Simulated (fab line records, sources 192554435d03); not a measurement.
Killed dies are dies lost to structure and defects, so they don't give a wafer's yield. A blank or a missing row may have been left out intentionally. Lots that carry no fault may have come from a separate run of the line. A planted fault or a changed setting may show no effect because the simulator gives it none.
Which tool is to blame? | flow n5Finfet | 36 wafers sampled from 12 lots at 1 step of a route of 1938

== WHAT THE GAUGES SHOWED, per wafer ==
N5_BEOL_M11_RS_MEAS_57: uses a four-point probe to measure.
lot  | measured     | on           | M11_RS (ohm/sq)
L076 | day 11 00:10 | filmMetro-02 | 0.1467 0.1473 0.1482
L077 | day 11 16:13 | filmMetro-02 | 0.1516 0.1531 0.1481
L079 | day 12 02:47 | filmMetro-02 | 0.1491 0.1523 0.1520
L081 | day 12 16:03 | filmMetro-01 | 0.1464 0.1467 0.1448
L082 | day 12 23:05 | filmMetro-02 | 0.1475 0.1469 0.1472
L085 | day 14 05:13 | filmMetro-01 | 0.1485 0.1481 0.1493
L088 | day 14 07:12 | filmMetro-02 | 0.1473 0.1504 0.1495
L091 | day 14 10:14 | filmMetro-01 | 0.1483 0.1562 0.1517
L089 | day 14 19:59 | filmMetro-02 | 0.1482 0.1510 0.1512
L092 | day 15 17:28 | filmMetro-01 | 0.1574 0.1529 0.1526
L095 | day 15 22:20 | filmMetro-01 | 0.1530 0.1497 0.1492
L096 | day 16 11:24 | filmMetro-01 | 0.1534 0.1532 0.1544

== EACH LOT AND THE TOOL THAT RAN IT (in order: tool; ch and the chambers of the sampled wafers; start) ==
Record: no process step prior to these readings.

== THE ANSWER, worked out from the rows above alone ==
Rule: what is usual is taken from the lots themselves. Put in order of their means at a reading, lots are off if they are a third of the lots or fewer, leave a main group of 4 or more, and stand apart from it by a gap of 3 or more times the standard deviation of the main group's means; of several such gaps the widest counts. The tables above print the reading to a certain number of digits; a main group whose means all agree to those digits is not used. A lot without any number at a reading at which 4 lots or more have one is off too. All remaining lots with rows at the step are treated as sound.
Nothing can be told from this: no lot is off at any reading shown.

== WHAT THE SIMULATOR PUT IN ==
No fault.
